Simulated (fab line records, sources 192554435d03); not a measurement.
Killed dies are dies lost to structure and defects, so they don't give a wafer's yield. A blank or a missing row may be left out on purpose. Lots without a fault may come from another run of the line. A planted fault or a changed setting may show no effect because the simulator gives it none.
Chamber matching | flow n5_finfet | N5_GATE_CUT_ETCH_28 on rie_diel-06: 4 sister chambers
The step etches underlayer in N2/H2, target depth 13 nm, time 10.4 s. 20 wafers are shown with their chamber, then 10 later ones without.

WAFERS WITH THEIR CHAMBER
wafer  | chamber | showerhead_plenum_p_Torr (Torr) | throttle_valve_pct (%) | drypump_motor_current_A (A)
L074.1 | 3       | 2.44                            | 18.08                  | 5.4
L074.4 | 1       | 2.42                            | 17.64                  | 5.7
L074.6 | 3       | 2.44                            | 18.08                  | 5.4
L080.2 | 2       | 2.64                            | 17.98                  | 5.2
L080.4 | 0       | 2.50                            | 17.54                  | 4.9
L080.5 | 1       | 2.41                            | 17.63                  | 5.6
L079.1 | 0       | 2.50                            | 17.55                  | 4.9
L079.4 | 1       | 2.41                            | 17.63                  | 5.7
L079.6 | 3       | 2.44                            | 18.10                  | 5.4
L081.1 | 0       | 2.50                            | 17.53                  | 4.9
L081.2 | 1       | 2.41                            | 17.64                  | 5.7
L081.3 | 2       | 2.64                            | 17.98                  | 5.2
L081.4 | 3       | 2.44                            | 18.07                  | 5.3
L081.5 | 1       | 2.41                            | 17.64                  | 5.7
L081.6 | 2       | 2.64                            | 17.97                  | 5.3
L084.1 | 3       | 2.43                            | 18.11                  | 5.4
L084.3 | 1       | 2.41                            | 17.64                  | 5.7
L084.4 | 0       | 2.50                            | 17.55                  | 4.9
L085.1 | 3       | 2.43                            | 18.12                  | 5.3
L085.4 | 0       | 2.50                            | 17.58                  | 4.9

SIGNATURES (means of the wafers above)
reading                  | chamber 0 | chamber 1 | chamber 2 | chamber 3 | scatter within a chamber
showerhead_plenum_p_Torr | 2.5000    | 2.4117    | 2.6400    | 2.4367    | 0.00368
throttle_valve_pct       | 17.5500   | 17.6367   | 17.9767   | 18.0933   | 0.0149
drypump_motor_current_A  | 4.900     | 5.683     | 5.233     | 5.367     | 0.0421
Rule: a wafer's distance from a chamber is the root of the sum, over the readings, of the square of ((its reading less the chamber's mean) divided by the reading's scatter). The wafer belongs to the nearest chamber; if the next one is less than 2 further off, it can't be placed. The scatter: the root of (the sum of the squares of (reading less its chamber's mean) over the shown wafers, divided by (wafers less chambers)).

WAFERS WITHOUT THEIR CHAMBER
wafer  | showerhead_plenum_p_Torr (Torr) | throttle_valve_pct (%) | drypump_motor_current_A (A)
L085.6 | 2.41                            | 17.67                  | 5.6
L086.2 | 2.64                            | 18.00                  | 5.2
L086.4 | 2.49                            | 17.57                  | 4.9
L086.5 | 2.49                            | 17.56                  | 4.9
L090.2 | 2.43                            | 18.14                  | 5.4
L090.4 | 2.49                            | 17.58                  | 4.9
L090.6 | 2.49                            | 17.58                  | 4.9
L096.2 | 2.49                            | 17.61                  | 4.9
L096.5 | 2.63                            | 18.03                  | 5.2
L096.6 | 2.43                            | 18.15                  | 5.4

WHICH CHAMBER EACH WENT THROUGH
wafer  | from the rows above | in truth
L085.6 | 1                   | 1
L086.2 | 2                   | 2
L086.4 | 0                   | 0
L086.5 | 0                   | 0
L090.2 | 3                   | 3
L090.4 | 0                   | 0
L090.6 | 0                   | 0
L096.2 | 0                   | 0
L096.5 | 2                   | 2
L096.6 | 3                   | 3
Placed correctly: 10 of 10. Can't be placed from these rows: 0. Placed wrongly: 0.
